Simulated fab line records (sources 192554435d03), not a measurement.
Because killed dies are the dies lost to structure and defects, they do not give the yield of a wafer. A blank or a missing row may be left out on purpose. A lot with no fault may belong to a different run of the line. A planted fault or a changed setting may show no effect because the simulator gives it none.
What tool caused it? / flow n5Finfet / Sampling: 10 lots, 30 wafers, 5 of 1938 route steps

== WHAT EACH GAUGE READ, for each wafer ==
No reading from a measuring or inspecting step in the record can be judged against a usual standard deviation.

== WHAT TOOL EACH LOT RAN ON (gives the tool, then ch and the chambers of the sampled wafers, and finally the start) ==
lot=L476; N5_BEOL_M6_PECVD_70=pecvd-03 ch 0,1, day 10 05:02; N5_BEOL_M6_SPUTTER_48=pvdSputter-01, day 10 11:01; N5_BEOL_M6_CMP_52=cmp-02 ch 0,1,3, day 10 11:31; N5_BEOL_M7_ILD_DEP_00=pecvd-04 ch 0,1,2, day 10 12:00; N5_BEOL_M7_CURE_74=uvCure-03 ch 2, day 10 12:04
lot=L477; N5_BEOL_M6_PECVD_70=pecvd-01 ch 0,1,2, day 10 15:56; N5_BEOL_M6_SPUTTER_48=pvdSputter-03, day 10 22:01; N5_BEOL_M6_CMP_52=cmp-02 ch 2,3, day 10 22:34; N5_BEOL_M7_ILD_DEP_00=pecvd-04 ch 0,1, day 10 23:02; N5_BEOL_M7_CURE_74=uvCure-01 ch 1, day 10 23:11
lot=L478; N5_BEOL_M6_PECVD_70=pecvd-01 ch 0,1,2, day 11 00:55; N5_BEOL_M6_SPUTTER_48=pvdSputter-01, day 11 11:37; N5_BEOL_M6_CMP_52=cmp-02 ch 1,2,3, day 11 12:11; N5_BEOL_M7_ILD_DEP_00=pecvd-04 ch 0,1, day 11 12:37; N5_BEOL_M7_CURE_74=uvCure-02 ch 0, day 11 12:40
lot=L479; N5_BEOL_M6_PECVD_70=pecvd-01 ch 0,1, day 11 06:40; N5_BEOL_M6_SPUTTER_48=pvdSputter-02, day 11 13:59; N5_BEOL_M6_CMP_52=cmp-01 ch 0,1,3, day 11 14:32; N5_BEOL_M7_ILD_DEP_00=pecvd-01 ch 0,2, day 11 14:59; N5_BEOL_M7_CURE_74=uvCure-01 ch 0, day 11 15:04
lot=L481; N5_BEOL_M6_PECVD_70=pecvd-01 ch 0,2, day 11 15:11; N5_BEOL_M6_SPUTTER_48=pvdSputter-02, day 11 21:28; N5_BEOL_M6_CMP_52=cmp-03 ch 0,1, day 11 22:01; N5_BEOL_M7_ILD_DEP_00=pecvd-01 ch 0,2, day 11 22:29; N5_BEOL_M7_CURE_74=uvCure-03 ch 1, day 11 22:43
lot=L483; N5_BEOL_M6_PECVD_70=pecvd-03 ch 1,2, day 11 23:58; N5_BEOL_M6_SPUTTER_48=pvdSputter-03, day 12 06:11; N5_BEOL_M6_CMP_52=cmp-02 ch 0,1, day 12 06:44; N5_BEOL_M7_ILD_DEP_00=pecvd-02 ch 0,1, day 12 07:19; N5_BEOL_M7_CURE_74=uvCure-03 ch 2, day 12 07:32
lot=L486; N5_BEOL_M6_PECVD_70=pecvd-01 ch 0, day 12 06:45; N5_BEOL_M6_SPUTTER_48=pvdSputter-03, day 12 14:37; N5_BEOL_M6_CMP_52=cmp-01 ch 0,2, day 12 15:09; N5_BEOL_M7_ILD_DEP_00=pecvd-04 ch 1,2, day 12 15:37; N5_BEOL_M7_CURE_74=uvCure-02 ch 1, day 12 15:45
lot=L485; N5_BEOL_M6_PECVD_70=pecvd-01 ch 0,2, day 12 12:47; N5_BEOL_M6_SPUTTER_48=pvdSputter-02, day 12 17:42; N5_BEOL_M6_CMP_52=cmp-01 ch 1,2,3, day 12 18:17; N5_BEOL_M7_ILD_DEP_00=pecvd-04 ch 0,1,2, day 12 18:41; N5_BEOL_M7_CURE_74=uvCure-03 ch 1, day 12 18:50
lot=L493; N5_BEOL_M6_PECVD_70=pecvd-03 ch 0,1,2, day 14 17:20; N5_BEOL_M6_SPUTTER_48=pvdSputter-03, day 15 02:28; N5_BEOL_M6_CMP_52=cmp-01 ch 1,2,3, day 15 03:19; N5_BEOL_M7_ILD_DEP_00=pecvd-02 ch 0,1,2, day 15 03:46; N5_BEOL_M7_CURE_74=uvCure-03 ch 0, day 15 03:50
lot=L494; N5_BEOL_M6_PECVD_70=pecvd-03 ch 0,1, day 14 21:49; N5_BEOL_M6_SPUTTER_48=pvdSputter-01, day 15 06:08; N5_BEOL_M6_CMP_52=cmp-02 ch 0,3, day 15 06:40; N5_BEOL_M7_ILD_DEP_00=pecvd-01 ch 0,1,2, day 15 07:09; N5_BEOL_M7_CURE_74=uvCure-03 ch 2, day 15 07:22
- N5_BEOL_M6_PECVD_70: deposits SiO2 from TEOS/O2, target thk 20 nm, time 22.7 s.
- N5_BEOL_M6_SPUTTER_48: material Cu, target thk 10 nm, time 1.667 s.
- N5_BEOL_M6_CMP_52: polishes, stops on SiCOH lowk, t overpolish 6.9 s, target thk 80 nm.
- N5_BEOL_M7_ILD_DEP_00: deposits SiCOH lowk from DEMS/porogen, target thk 179.75 nm, time 33.4 s.
- N5_BEOL_M7_CURE_74: cures SiCOH lowk, time 240 s.

== WHAT THE TOOLS THEMSELVES READ (means of the sampled wafers that have a number; where no wafer has one, the mark that the record gives instead) ==
N5_BEOL_M6_PECVD_70. Usual: heaterPowerW 686 W, standard deviation 90; showerheadPlenumPTorr 8.78 Torr, standard deviation 0.054; throttleValvePct 22.0 %, standard deviation 1.1.
lot=L476; tool=pecvd-03; heaterPowerW (W)=578; showerheadPlenumPTorr (Torr)=8.79; throttleValvePct (%)=22.0; flag=
lot=L477; tool=pecvd-01; heaterPowerW (W)=811; showerheadPlenumPTorr (Torr)=8.79; throttleValvePct (%)=22.2; flag=
lot=L478; tool=pecvd-01; heaterPowerW (W)=795; showerheadPlenumPTorr (Torr)=8.78; throttleValvePct (%)=22.1; flag=
lot=L479; tool=pecvd-01; heaterPowerW (W)=728; showerheadPlenumPTorr (Torr)=8.74; throttleValvePct (%)=22.0; flag=
lot=L481; tool=pecvd-01; heaterPowerW (W)=665; showerheadPlenumPTorr (Torr)=8.83; throttleValvePct (%)=21.7; flag=
lot=L483; tool=pecvd-03; heaterPowerW (W)=717; showerheadPlenumPTorr (Torr)=8.73; throttleValvePct (%)=22.2; flag=
lot=L486; tool=pecvd-01; heaterPowerW (W)=744; showerheadPlenumPTorr (Torr)=8.76; throttleValvePct (%)=21.8; flag=
lot=L485; tool=pecvd-01; heaterPowerW (W)=660; showerheadPlenumPTorr (Torr)=8.79; throttleValvePct (%)=21.9; flag=
lot=L493; tool=pecvd-03; heaterPowerW (W)=635; showerheadPlenumPTorr (Torr)=8.76; throttleValvePct (%)=21.8; flag=
lot=L494; tool=pecvd-03; heaterPowerW (W)=615; showerheadPlenumPTorr (Torr)=8.79; throttleValvePct (%)=21.9; flag=

N5_BEOL_M6_SPUTTER_48. Usual: throttleValvePct at 29.9 %, with a standard deviation of 1.1.
lot=L476; tool=pvdSputter-01; throttleValvePct (%)=29.9; flag=
lot=L477; tool=pvdSputter-03; throttleValvePct (%)=30.6; flag=
lot=L478; tool=pvdSputter-01; throttleValvePct (%)=29.4; flag=
lot=L479; tool=pvdSputter-02; throttleValvePct (%)=30.9; flag=
lot=L481; tool=pvdSputter-02; throttleValvePct (%)=31.1; flag=
lot=L483; tool=pvdSputter-03; throttleValvePct (%)=29.0; flag=
lot=L486; tool=pvdSputter-03; throttleValvePct (%)=29.2; flag=
lot=L485; tool=pvdSputter-02; throttleValvePct (%)=30.1; flag=
lot=L493; tool=pvdSputter-03; throttleValvePct (%)=29.2; flag=
lot=L494; tool=pvdSputter-01; throttleValvePct (%)=29.7; flag=

N5_BEOL_M6_CMP_52. Usual: barrierFieldEndpointS 29.1 s, standard deviation 0.93; edgeZonePressureFrac 1.001, standard deviation 0.005; headPressurePsi 1.0000 psi, standard deviation 0.0024; motorCurrentA 5.7 A, standard deviation 0.65; padLifeWafers 1194, standard deviation 590.
lot=L476; tool=cmp-02; barrierFieldEndpointS (s)=29.2; edgeZonePressureFrac=1.000; headPressurePsi (psi)=0.9991; motorCurrentA (A)=6.0; padLifeWafers=1723; flag=
lot=L477; tool=cmp-02; barrierFieldEndpointS (s)=28.1; edgeZonePressureFrac=1.003; headPressurePsi (psi)=0.9997; motorCurrentA (A)=5.5; padLifeWafers=1808; flag=
lot=L478; tool=cmp-02; barrierFieldEndpointS (s)=28.3; edgeZonePressureFrac=1.002; headPressurePsi (psi)=1.0005; motorCurrentA (A)=6.0; padLifeWafers=1910; flag=
lot=L479; tool=cmp-01; barrierFieldEndpointS (s)=29.4; edgeZonePressureFrac=0.997; headPressurePsi (psi)=1.0011; motorCurrentA (A)=5.3; padLifeWafers=494; flag=
lot=L481; tool=cmp-03; barrierFieldEndpointS (s)=30.1; edgeZonePressureFrac=1.000; headPressurePsi (psi)=1.0007; motorCurrentA (A)=5.5; padLifeWafers=1657; flag=
lot=L483; tool=cmp-02; barrierFieldEndpointS (s)=28.5; edgeZonePressureFrac=1.000; headPressurePsi (psi)=1.0006; motorCurrentA (A)=6.4; padLifeWafers=2006; flag=
lot=L486; tool=cmp-01; barrierFieldEndpointS (s)=26.0; edgeZonePressureFrac=0.994; headPressurePsi (psi)=1.0004; motorCurrentA (A)=6.5; padLifeWafers=710; flag=OFF
lot=L485; tool=cmp-01; barrierFieldEndpointS (s)=25.1; edgeZonePressureFrac=1.001; headPressurePsi (psi)=1.0023; motorCurrentA (A)=5.3; padLifeWafers=734; flag=OFF
lot=L493; tool=cmp-01; barrierFieldEndpointS (s)=28.4; edgeZonePressureFrac=0.999; headPressurePsi (psi)=0.9985; motorCurrentA (A)=5.2; padLifeWafers=1298; flag=
lot=L494; tool=cmp-02; barrierFieldEndpointS (s)=29.1; edgeZonePressureFrac=0.997; headPressurePsi (psi)=0.9980; motorCurrentA (A)=5.7; padLifeWafers=366; flag=

N5_BEOL_M7_ILD_DEP_00. Usual: heaterPowerW 314 W, standard deviation 39; showerheadPlenumPTorr 5.742 Torr, standard deviation 0.014; throttleValvePct 13.9 %, standard deviation 0.71.
lot=L476; tool=pecvd-04; heaterPowerW (W)=298; showerheadPlenumPTorr (Torr)=5.748; throttleValvePct (%)=14.1; flag=
lot=L477; tool=pecvd-04; heaterPowerW (W)=331; showerheadPlenumPTorr (Torr)=5.744; throttleValvePct (%)=14.6; flag=
lot=L478; tool=pecvd-04; heaterPowerW (W)=358; showerheadPlenumPTorr (Torr)=5.738; throttleValvePct (%)=14.5; flag=
lot=L479; tool=pecvd-01; heaterPowerW (W)=329; showerheadPlenumPTorr (Torr)=5.761; throttleValvePct (%)=13.4; flag=
lot=L481; tool=pecvd-01; heaterPowerW (W)=310; showerheadPlenumPTorr (Torr)=5.751; throttleValvePct (%)=13.5; flag=
lot=L483; tool=pecvd-02; heaterPowerW (W)=247; showerheadPlenumPTorr (Torr)=5.733; throttleValvePct (%)=14.6; flag=
lot=L486; tool=pecvd-04; heaterPowerW (W)=307; showerheadPlenumPTorr (Torr)=5.746; throttleValvePct (%)=14.3; flag=
lot=L485; tool=pecvd-04; heaterPowerW (W)=298; showerheadPlenumPTorr (Torr)=5.736; throttleValvePct (%)=14.1; flag=
lot=L493; tool=pecvd-02; heaterPowerW (W)=290; showerheadPlenumPTorr (Torr)=5.744; throttleValvePct (%)=14.2; flag=
lot=L494; tool=pecvd-01; heaterPowerW (W)=334; showerheadPlenumPTorr (Torr)=5.724; throttleValvePct (%)=13.7; flag=

N5_BEOL_M7_CURE_74. Usual: lampPowerPct 52.31 %, standard deviation 0.057; wafer_temp_C_max 386.7, standard deviation 0.68.
lot=L476; tool=uvCure-03; lampPowerPct (%)=52.34; wafer_temp_C_max=386.2; flag=
lot=L477; tool=uvCure-01; lampPowerPct (%)=52.34; wafer_temp_C_max=387.0; flag=
lot=L478; tool=uvCure-02; lampPowerPct (%)=52.31; wafer_temp_C_max=385.9; flag=
lot=L479; tool=uvCure-01; lampPowerPct (%)=52.31; wafer_temp_C_max=386.5; flag=
lot=L481; tool=uvCure-03; lampPowerPct (%)=52.26; wafer_temp_C_max=385.7; flag=
lot=L483; tool=uvCure-03; lampPowerPct (%)=52.33; wafer_temp_C_max=386.4; flag=
lot=L486; tool=uvCure-02; lampPowerPct (%)=52.31; wafer_temp_C_max=388.1; flag=
lot=L485; tool=uvCure-03; lampPowerPct (%)=52.28; wafer_temp_C_max=386.0; flag=
lot=L493; tool=uvCure-03; lampPowerPct (%)=52.33; wafer_temp_C_max=386.7; flag=
lot=L494; tool=uvCure-03; lampPowerPct (%)=52.34; wafer_temp_C_max=386.5; flag=

== THE ANSWER, worked out from the rows above alone ==
Rule: lot off if the mean of its wafers having a number is beyond 3 standard deviations from the usual mean. A lot without any number at a reading at which 4 lots or more have one is off too. Where the step has rows for the other lots, those lots are counted as sound. Order of review: gauges by route order, followed by the tools' own readings, for which a lot's mean as printed above is used. At the first step where some lot is off, the reading lying furthest off is the one used; lots without a number count as furthest.
Off at N5_BEOL_M6_CMP_52 (barrierFieldEndpointS): L486, L485.
A tool fits if, at that step or a process step before it, it ran every lot that is off, and no sound lot after the first of them. One fits: pecvd-01 at N5_BEOL_M6_PECVD_70. Its last sound lot is L481 (day 11 15:11), its first lot that is off L486 (day 12 06:45): a fault that began between those two fits.

== WHAT THE SIMULATOR HAD PUT IN ==
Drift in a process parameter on pecvd-01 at N5_BEOL_M6_PECVD_70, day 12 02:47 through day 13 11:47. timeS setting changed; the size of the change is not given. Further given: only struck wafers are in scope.
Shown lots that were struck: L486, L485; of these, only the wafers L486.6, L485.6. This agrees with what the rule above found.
